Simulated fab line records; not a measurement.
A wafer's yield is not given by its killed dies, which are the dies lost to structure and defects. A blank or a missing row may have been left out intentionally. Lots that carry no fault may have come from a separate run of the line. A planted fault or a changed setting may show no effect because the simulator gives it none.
Struck lot and sound lot, side by side || flow n5_finfet || 19 steps out of a route of 1938
Sound: the wafers L249.3, L249.4, L249.6. Struck: wafers L253.1, L253.3, L253.6. The cause comes at the end.
Order at every step that has rows: each side's tool, ch and its chambers, its first start. Under that, the readings that differ: sound wafers || struck wafers || difference of the means || sigmas: that difference in standard deviations of wafers without a fault.
alike: same words and numbers on both sides, and readings whose means sit less than 2 such deviations apart. not compared: any withheld reading, any reading some wafer has no value for, any bound like >300 that may hide the same value, and any number with overlapping values for which the record gives no deviation.
A row with sigmas, a row that says differs or no value, or rows on one side alone: a step with any of these is where the two part. When numbers do not overlap yet have no deviation, they are printed without sigmas and do not part them. A reading missing from all wafers of one side parts the sides only when that side holds two or more wafers.

first, 1 step without rows for these wafers: N5_BEOL_M4_ANNEAL_95 (time 240 s).
N5_BEOL_M4_SPUTTER_96: material Cu, target thk 4.5 nm, time 8.29 s.
  sound on pvd_sputter-02, day 11 12:40; struck on pvd_sputter-03, day 12 15:41
  alike: throttle_valve_pct
then, 1 step without rows for these wafers: N5_BEOL_M4_ECD_50 (material Cu, target thk 300 nm).
N5_BEOL_M4_ANNEAL_51: time 90 s.
  sound on rtp_anneal-02 ch 0, day 11 13:01; struck on rtp_anneal-01 ch 0, day 12 15:56
  alike: anneal_temp_c, wafer_temp_C_max
then, 1 step without rows for these wafers: N5_BEOL_M4_CMP_52 (polishes, stops on SiOC, t overpolish 6.8 s, target thk 40 nm).
N5_BEOL_M4_THK_MEAS_53: measures by xrf.
  sound on film_metro-02, day 11 13:32; struck on film_metro-02, day 12 16:31
{"reading": "M4_THK (nm)", "sound": "36.9 37.8 39.8", "struck": "40.0 43.9 42.1", "difference": "+3.8", "sigmas": "+2"}
then, 1 step without rows for these wafers: N5_BEOL_M4_PRE_CLEAN_60 (time 15 s).
N5_BEOL_M4_CO_CAP_55: material Co, precursor CCTBA/H2, target thk 2 nm, time 102.1 s.
  sound on cvd_co-01 ch 0,2, day 11 13:36; struck on cvd_co-01 ch 1,2, day 12 16:36
  alike: heater_power_w
then, 1 step without rows for these wafers: N5_BEOL_M4_PRE_CLEAN_56 (time 15 s).
N5_BEOL_M4_DEP_57: deposits SiCN from 3MS/NH3, target thk 8 nm, time 14 s.
  sound on pecvd-04 ch 0,1,2, day 11 13:43; struck on pecvd-03 ch 0,1, day 12 16:43
  alike: showerhead_plenum_p_Torr, throttle_valve_pct
N5_BEOL_M4_RS_MEAS_58: the measuring method here is four-point-probe.
  sound on film_metro-02, day 11 13:47; struck on film_metro-01, day 12 16:47
{"reading": "M4_RS (ohm/sq)", "sound": "0.77 0.75 0.70", "struck": "0.69 0.62 0.65", "difference": -0.09, "sigmas": -2}
N5_BEOL_M4_INSPECT_59: inspects for defects (darkfield).
  sound on defect_inspect-02, day 11 13:49; struck on defect_inspect-02, day 12 16:49
  alike: raw_defect_count
N5_BEOL_M4_RC_MEAS_101:
  sound on prober-02 ch 0, day 11 14:09; struck on prober-01 ch 0, day 12 16:50
{"reading": "DIBL_N (mV/V)", "sound": "33.5 36.6 33.2", "struck": "39.6 37.1 37.7", "difference": "+3.7", "sigmas": "+2"}
{"reading": "DIBL_P (mV/V)", "sound": "33.2 36.0 32.4", "struck": "40.8 36.2 38.0", "difference": "+4.5", "sigmas": "+2"}
{"reading": "SS_N (mV/dec)", "sound": "70.3 72.0 70.5", "struck": "72.4 71.8 72.4", "difference": "+1.3", "sigmas": "+2"}
  alike: IOFF_N, IOFF_P, ION_N, ION_P, SS_P, VT_N, VT_P
then, 2 steps without rows for these wafers: N5_BEOL_M5_ILD_DEP_00 (deposits SiCOH lowk from DEMS/porogen, target thk 140.64 nm, time 25.9 s); N5_BEOL_M5_CURE_79 (cures SiCOH lowk, time 240 s).
N5_BEOL_M5_THK_MEAS_01:
  sound on film_metro-01, day 11 15:23; struck on film_metro-01, day 12 18:57
  alike: M5_ILD_THK
N5_BEOL_M5_PECVD_70: deposits SiO2 from TEOS/O2, target thk 16 nm, time 18 s.
  sound on pecvd-02 ch 0,1,2, day 11 15:25; struck on pecvd-02 ch 0,1, day 12 18:59
  no value came back on the struck wafers for any of 5 readings (chamber_pressure_Torr (Torr), heater_power_outer_w (W) and others); on the sound wafers chamber_pressure_Torr (Torr) reads 5.513 5.500 5.490
N5_BEOL_M5_HM_DEP_02: deposits TiN, target thk 20 nm.
  sound on pvd_sputter-03, day 11 17:20; struck on pvd_sputter-03, day 12 19:29
  alike: throttle_valve_pct
-- a jump in the record: the struck wafers' starts before and after are 4 days apart (it breaks off in module BEOL_M5 and resumes in module PASSIVATION, where the first step shown is number 1936 of the route) --
N5_PASSIVATION_PROBE_49:
  sound on prober-01, day 16 06:37; struck on prober-01, day 17 02:53
{"reading": "defect_limited_yield (%)", "sound": "92.0 92.0 91.2", "struck": "64.8 61.4 63.6", "difference": -28.5, "sigmas": -19}
{"reading": "killed_at_M4_up", "sound": "9 14 8", "struck": "308 352 312", "difference": "+314", "sigmas": "+52"}
{"reading": "killed_at_front_end", "sound": "23 26 36", "struck": "45 52 61", "difference": "+24", "sigmas": "+2"}
{"reading": "killed_dies", "sound": "94 94 104", "struck": "415 455 429", "difference": "+336", "sigmas": "+19"}
{"reading": "killed_on_rim", "sound": "16 9 13", "struck": "15 52 15", "difference": "+15", "sigmas": "+3"}
{"reading": "sort_bin_5_function (%)", "sound": "4.7 3.7 5.0", "struck": "30.5 34.8 31.9", "difference": "+27.9", "sigmas": "+29"}
{"reading": "sort_n_pass", "sound": "1086 1086 1076", "struck": "765 725 751", "difference": -336, "sigmas": -19}
{"reading": "sort_yield_pct (%)", "sound": "92.0 92.0 91.2", "struck": "64.8 61.4 63.6", "difference": -28.5, "sigmas": -19}
  alike: killed_at_M0_to_M3, killed_at_contacts, killed_at_other, killed_open, killed_short, sort_bin_6_memory, sort_bin_8_speed

## WHERE THEY PART
At N5_BEOL_M4_THK_MEAS_53 first; at N5_PASSIVATION_PROBE_49 last (within this record only).

WHY: what the simulator had put in
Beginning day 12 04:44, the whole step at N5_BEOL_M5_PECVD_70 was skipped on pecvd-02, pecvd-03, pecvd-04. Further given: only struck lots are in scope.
